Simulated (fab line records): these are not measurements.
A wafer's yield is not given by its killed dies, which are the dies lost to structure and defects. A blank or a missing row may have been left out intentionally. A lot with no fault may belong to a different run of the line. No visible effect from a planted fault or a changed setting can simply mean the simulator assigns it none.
Split-lot study -- flow n5Finfet -- 21 wafers read across 7 lots, on a route 1938 steps long

== ON THE SPLIT ==
At N5_DUMMY_GATE_COAT_28 (time 60 s, resist thk 10 nm), the setting spinRpm was moved away from the recipe's 1500 rpm on 4 of the 21 wafers read, by +6.4% to +10.4%. The other wafers ran this setting at the recipe's value.

Reading taken at the split's own step.

== THE READING ==
underlayer_of_DUMMY_GATE_COAT_28.thkNm (the simulator's own value, which no gauge read), in nm, at N5_DUMMY_GATE_COAT_28 (time 60 s, resist thk 10 nm). No usual value for it is given in the file.

wafer,"tool, chamber at the split","spinRpm as run, rpm",against the recipe,"underlayer_of_DUMMY_GATE_COAT_28.thkNm, nm",against lot-mates on the recipe
L075.1,"lithoTrack-03, 0",1500,recipe,10,-
L075.3,"lithoTrack-03, 0",1500,recipe,10,-
L075.6,"lithoTrack-03, 0",1500,recipe,10,-
L077.1,"lithoTrack-02, 0",1500,recipe,10,-
L077.2,"lithoTrack-02, 0",1500,recipe,10,-
L077.5,"lithoTrack-02, 0",1500,recipe,10,-
L080.4,"lithoTrack-02, 0",1500,recipe,10,-
L080.5,"lithoTrack-02, 0",1500,recipe,10,-
L080.6,"lithoTrack-02, 0",1500,recipe,10,-
L082.1,"lithoTrack-03, 0",1500,recipe,10,-
L082.2,"lithoTrack-03, 0",1500,recipe,10,-
L082.4,"lithoTrack-03, 0",1500,recipe,10,-
L083.1,"lithoTrack-01, 0",1596,+6.4%,9.6,-0.4
L083.4,"lithoTrack-01, 0",1500,recipe,10,-
L083.6,"lithoTrack-01, 0",1500,recipe,10,-
L093.1,"lithoTrack-01, 0",1600,+6.7%,9.6,-0.4
L093.3,"lithoTrack-01, 0",1600,+6.7%,9.6,-0.4
L093.6,"lithoTrack-01, 0",1500,recipe,10,-
L097.2,"lithoTrack-03, 0",1656,+10.4%,9.4,-0.6
L097.3,"lithoTrack-03, 0",1500,recipe,10,-
L097.4,"lithoTrack-03, 0",1500,recipe,10,-

THE FIT
A straight line over all 21 wafers: underlayer_of_DUMMY_GATE_COAT_28.thkNm changes by -0.0593 nm for each +1% of spinRpm; r = -1.00; the points scatter about the line by 0.0062 nm.
The same after taking each lot's own level away (the mean of its wafers on the recipe; 21 wafers): -0.0593 nm for each +1%; r = -1.00; scatter 0.0062 nm.
Per that fit: largest spinRpm move, reading shift of 0.62 nm.
The lots' own levels span 10.00 to 10.00 nm.
Hence the lot-to-lot level has little effect on the slope; both slopes agree.
Check: -0.632 nm against its lot-mates is what the line predicts for one of the wafers moved furthest among these (+10.4%) when that wafer is left out of the fit. Against them it came out at -0.6 nm.

== THE OTHER SPLITS THESE WAFERS WENT THROUGH ==
Other splits were also applied to these wafers ahead of the reading. Each is held against what the fit with the lots' levels taken away leaves over:
other split on the same wafers,wafers away from the commonest value,r with underlayer_of_DUMMY_GATE_COAT_28.thkNm (lot level and that fit taken away)
N5_ZERO_LAYER_ETCH_18 icpW,9,-0.35
N5_WELL_APT_PEB_23 pebTempC,9,-0.33
N5_FIN_SAQP_PECVD_47 timeS,6,-0.19
N5_FIN_SAQP_EXPOSE_13 doseMj,7,-0.25
N5_FIN_CUT_CUT_ETCH_26 sourceW,6,+0.35
N5_DUMMY_GATE_HM_DEP_06 timeS,12,+0.07

== THE FILE'S OWN FIT ==
underlayer_of_DUMMY_GATE_COAT_28.thkNm changes by -0.0592 nm for each +1% of spinRpm, r = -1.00.
